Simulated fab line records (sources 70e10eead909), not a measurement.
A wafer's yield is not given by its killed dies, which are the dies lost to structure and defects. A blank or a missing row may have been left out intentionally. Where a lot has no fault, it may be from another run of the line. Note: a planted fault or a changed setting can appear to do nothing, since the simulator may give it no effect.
Which tool was responsible?	flow nandHarc	Sampling: 15 lots, 45 wafers, 4 of 1302 route steps

WHAT EACH GAUGE READ, for each wafer
NHARC_P_GATE_CD_MEAS_33.
lot	measured	on	cdNm (nm)
L332	day 4 21:25	cdSem-03	120.7 122.7 119.2
L333	day 5 13:19	cdSem-01	122.6 122.6 123.1
L334	day 5 17:17	cdSem-03	121.3 120.8 122.1
L336	day 6 17:05	cdSem-02	113.8 123.0 118.5
L338	day 7 14:13	cdSem-01	120.1 122.1 116.9
L339	day 8 07:53	cdSem-03	123.4 118.7 118.7
L340	day 8 08:16	cdSem-02	118.8 118.3 118.9
L341	day 8 14:59	cdSem-02	118.3 123.2 119.3
L343	day 9 14:14	cdSem-03	121.5 113.7 119.3
L348	day 12 00:43	cdSem-02	- - -
L349	day 12 02:14	cdSem-03	- - -
L350	day 12 18:45	cdSem-03	- - -
L351	day 13 00:02	cdSem-01	116.8 118.4 121.4
L352	day 13 10:17	cdSem-01	117.4 120.1 117.4
L355	day 14 16:53	cdSem-03	115.8 118.4 116.0

EACH LOT AND THE TOOL THAT RAN IT (in order: tool; ch and the chambers of the sampled wafers; start)
lot	NHARC_P_STI_ETCH_15	NHARC_P_STI_CMP_21	NHARC_P_GATE_PEB_24
L332	rieSi-04 ch 1,2, day 2 17:21	cmp-02 ch 0,3, day 3 14:16	lithoTrack-01 ch 0, day 4 20:16
L333	rieSi-04 ch 1,2, day 3 08:37	cmp-01 ch 0,2, day 4 04:11	lithoTrack-06 ch 0, day 5 12:15
L334	rieSi-02 ch 1,3, day 3 16:03	cmp-01 ch 1,2,3, day 4 09:37	lithoTrack-04 ch 0, day 5 16:14
L336	rieSi-02 ch 0,1,3, day 4 11:39	cmp-02 ch 0,2,3, day 5 04:54	lithoTrack-01 ch 0, day 6 16:02
L338	rieSi-01 ch 1,2,3, day 5 07:22	cmp-01 ch 0,1,2, day 6 02:58	lithoTrack-06 ch 0, day 7 13:10
L339	rieSi-01 ch 2,3, day 5 21:20	cmp-02 ch 1,2,3, day 6 20:32	lithoTrack-01 ch 0, day 8 06:49
L340	rieSi-01 ch 2,3, day 6 04:38	cmp-01 ch 1,2, day 7 01:02	lithoTrack-01 ch 0, day 8 07:13
L341	rieSi-01 ch 1,2,3, day 6 13:25	cmp-01 ch 0,1,3, day 7 08:00	lithoTrack-01 ch 0, day 8 13:56
L343	rieSi-02 ch 1,2,3, day 7 09:05	cmp-01 ch 2,3, day 8 04:34	lithoTrack-01 ch 0, day 9 13:11
L348	rieSi-01 ch 0,1,2, day 9 11:17	cmp-02 ch 0,1,3, day 10 10:46	lithoTrack-01, day 11 23:39
L349	rieSi-04 ch 0,2,3, day 9 22:41	cmp-04 ch 0,1,3, day 10 17:09	lithoTrack-06, day 12 01:11
L350	rieSi-01 ch 0,3, day 10 10:59	cmp-04 ch 0,1, day 11 06:02	lithoTrack-01, day 12 17:41
L351	rieSi-02 ch 0,2,3, day 10 19:17	cmp-04 ch 0,2,3, day 11 12:52	lithoTrack-06 ch 0, day 12 22:59
L352	rieSi-01 ch 1,3, day 11 05:59	cmp-04 ch 0,2,3, day 12 00:18	lithoTrack-04 ch 0, day 13 09:14
L355	rieSi-01 ch 1,2,3, day 12 11:28	cmp-04 ch 0,3, day 13 05:28	lithoTrack-06 ch 0, day 14 15:45
- NHARC_P_STI_ETCH_15: etches the open film in HBr/Cl2, target depth 300 nm, time 100.1 s.
- NHARC_P_STI_CMP_21: polishes, t overpolish 20 s, target thk 380.67 nm.
- NHARC_P_GATE_PEB_24: peb time 65 s.

AS READ BY THE TOOLS THEMSELVES (means over the sampled wafers that have a number; for cases with no such wafer, the mark the record gives instead)
NHARC_P_STI_ETCH_15.
lot	tool	drypumpMotorCurrentA (A)	oesProductAu (a.u.)	throttleValvePct (%)
L332	rieSi-04	5.5	0.996	26.403
L333	rieSi-04	5.4	1.001	26.402
L334	rieSi-02	5.4	1.012	26.409
L336	rieSi-02	5.6	1.017	26.406
L338	rieSi-01	5.7	0.991	26.406
L339	rieSi-01	5.6	0.992	26.405
L340	rieSi-01	5.5	1.001	26.411
L341	rieSi-01	5.7	0.995	26.411
L343	rieSi-02	5.4	1.008	26.402
L348	rieSi-01	5.8	0.999	26.406
L349	rieSi-04	5.6	1.011	26.403
L350	rieSi-01	5.8	1.000	26.408
L351	rieSi-02	5.6	1.006	26.406
L352	rieSi-01	5.8	0.988	26.399
L355	rieSi-01	5.7	0.987	26.398

NHARC_P_STI_CMP_21.
lot	tool	motorCurrentA (A)	overpolishRunS (s)	padLifeWafers
L332	cmp-02	11.7	19.996	91
L333	cmp-01	11.4	19.997	302
L334	cmp-01	11.7	19.995	314
L336	cmp-02	12.2	19.996	277
L338	cmp-01	12.1	19.998	140
L339	cmp-02	12.4	19.995	20
L340	cmp-01	11.7	19.996	266
L341	cmp-01	11.8	19.998	296
L343	cmp-01	11.4	20.006	368
L348	cmp-02	12.0	20.010	404
L349	cmp-04	12.3	19.988	86
L350	cmp-04	11.6	19.993	162
L351	cmp-04	11.5	20.005	188
L352	cmp-04	11.6	19.991	218
L355	cmp-04	11.6	20.002	330

NHARC_P_GATE_PEB_24.
lot	tool	chillPlateTempC (C)	exhaustPa (Pa)	heaterPowerTotalW (W)
L332	lithoTrack-01	23.12	45.7	157.1
L333	lithoTrack-06	22.99	45.0	156.4
L334	lithoTrack-04	23.14	44.7	156.5
L336	lithoTrack-01	22.81	44.0	156.1
L338	lithoTrack-06	23.02	44.9	156.8
L339	lithoTrack-01	22.97	44.5	156.5
L340	lithoTrack-01	22.99	45.7	156.5
L341	lithoTrack-01	22.96	44.9	156.9
L343	lithoTrack-01	22.95	43.8	156.6
L348	lithoTrack-01	-	-	-
L349	lithoTrack-06	-	-	-
L350	lithoTrack-01	-	-	-
L351	lithoTrack-06	22.99	45.1	156.4
L352	lithoTrack-04	23.00	43.8	156.2
L355	lithoTrack-06	22.95	45.1	156.5

THE ANSWER, worked out from the rows above alone
Rule: the usual values come from the lots themselves. The widest of any qualifying gaps counts: lots, ordered by their means at a reading, are off when they make up no more than a third of the lots, leave a main group of 4 or more, and stand apart from it by 3 or more times the standard deviation of that group's means. If all means in a main group match to the digits the tables above print for the reading, that group is not used. A lot without any number at a reading at which 4 lots or more have one is off too. Any other lot the step has rows for is counted as sound. Order of review: gauges by route order, followed by the tools' own readings, for which a lot's mean as printed above is used. The first step at which some lot is off is used, and at that step the reading that is off furthest; a lot without a number counts as furthest.
Off: L348, L349, L350 (NHARC_P_GATE_CD_MEAS_33, cdNm). Without a number there: L348, L349, L350. Main group: mean 119.5 nm, sd 1.6.
If a tool, at a process step before that reading, ran all the lots that are off and no sound lot after the first of them, it fits. The gauges at NHARC_P_GATE_CD_MEAS_33 aren't tried: what is off there is off at NHARC_P_GATE_PEB_24 too, on other tools, and a gauge's error can't cause that. Of those tried, none fits.

WHAT THE SIMULATOR HAD INSERTED
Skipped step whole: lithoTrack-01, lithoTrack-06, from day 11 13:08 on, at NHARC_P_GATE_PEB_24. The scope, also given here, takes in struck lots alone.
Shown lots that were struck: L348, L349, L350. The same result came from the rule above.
